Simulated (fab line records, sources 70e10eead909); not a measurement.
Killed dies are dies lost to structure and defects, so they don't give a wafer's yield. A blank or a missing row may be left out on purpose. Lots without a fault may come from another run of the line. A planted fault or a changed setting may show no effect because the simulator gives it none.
Problem report in the 8D (eight disciplines) form, filled by code | flow nand_harc | the parts of the form that need people (team, actions taken, sign-off) are left out

1. THE PROBLEM
mfc_precursor_sccm at NHARC_A_STAIRCASE_DEP_325 reads a mean of 67.8 sccm on 1 wafer of 1 lot; wafers without a fault read 199.9 sccm with a standard deviation of 0.59. That is -99 or more standard deviations from the usual mean.
The step: deposits SiO2, target thk 7200 nm.
First seen on wafer L150.4, day 23 11:00, on pecvd-04. The record holds 39 wafers of 13 lots with a number at this step. Rule for "out", or "out of limits": more than 4 standard deviations from the usual mean. The other wafers with a number count as sound.

2. WHAT IT IS AND WHAT IT IS NOT
question                    | is                 | is not
which readings at this step | mfc_precursor_sccm | heater_power_w, susceptor_temp_C
which lots                  | L150               | L138, L139, L140, L142, L144, L154, L155, L156, L157, L158, L160, L161
which wafers of those lots  | L150.4             | L150.3, L150.5
read on which tools         | pecvd-04           | pecvd-01, pecvd-03
when                        | from day 23 11:00  | up to then (17 sound wafers); but 21 sound wafers of L154, L155, L156, L157, L158, L160, L161 came after

3. SUSPECTS, AND WHAT RULES EACH OUT
Counting: a tool at a process step up to the reading stays a suspect if it ran every lot that is out. Sound lots after the first of them don't rule it out here, since some wafers of a struck lot are sound.
- acl_dep-01 at NHARC_A_STAIRCASE_HM_DEP_462 (deposits aC, target thk 800 nm): kept. It ran the lot that is out, L150 (day 21 22:34); its last sound lot up to then is L139 (day 17 07:29).
- pecvd-04 at NHARC_A_STAIRCASE_DEP_301 (deposits SiON, target thk 30 nm): kept. It ran the lot that is out, L150 (day 22 00:05); its last sound lot up to then is L139 (day 17 09:24).
- rie_diel-01 at NHARC_A_STAIRCASE_STRIP_316 (strips in O2): kept. It ran the lot that is out, L150 (day 23 11:00). NHARC_A_STAIRCASE_STRIP_316 gives no start for some lots, so the hours and the order of its lots are those of NHARC_A_STAIRCASE_DEP_325.
- pecvd-04 at NHARC_A_STAIRCASE_DEP_325 (deposits SiO2, target thk 7200 nm): kept. It ran the lot that is out, L150 (day 23 11:00); its last sound lot up to then is L144 (day 20 13:46). Its own readings are out on those wafers: mfc_precursor_sccm.
- Within rie_diel-01 at NHARC_A_STAIRCASE_STRIP_316: the wafers that are out ran in chamber 2; their sound lot-mates ran in chambers 0, 1.
- Within pecvd-04 at NHARC_A_STAIRCASE_DEP_325: the wafers that are out ran in chamber 2; their sound lot-mates ran in chamber 0.
Left after counting: acl_dep-01 at NHARC_A_STAIRCASE_HM_DEP_462, pecvd-04 at NHARC_A_STAIRCASE_DEP_301, rie_diel-01 at NHARC_A_STAIRCASE_STRIP_316, pecvd-04 at NHARC_A_STAIRCASE_DEP_325.

4. THE CAUSE (what the simulator had put in)
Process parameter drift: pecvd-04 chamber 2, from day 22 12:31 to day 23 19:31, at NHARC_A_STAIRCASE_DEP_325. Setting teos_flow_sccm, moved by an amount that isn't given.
Counting left 4 suspects, and this tool is among them.

5. THE CHAIN OF EFFECTS, in route order
Each row: a reading whose mean over the struck wafers that have a number lies more than 3 standard deviations from the usual. Only readings for which the record gives a usual standard deviation are gone through. hours: the time from each lot's start at the first step in this table that gives one to its start at this step, as a median over the lots. sigmas: the change in usual standard deviations.
hours | step                      | reading            | usual      | on struck wafers | change | sigmas
0     | NHARC_A_STAIRCASE_DEP_325 | mfc_precursor_sccm | 199.9 sccm | 67.8             | -132.1 | -99 or more
The process steps in it:
- NHARC_A_STAIRCASE_DEP_325: deposits SiO2, target thk 7200 nm.

6. WHAT WOULD HAVE CAUGHT IT SOONER
In this record the first reading out of limits was taken at day 23 11:00, 22 hours after the fault began at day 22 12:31.
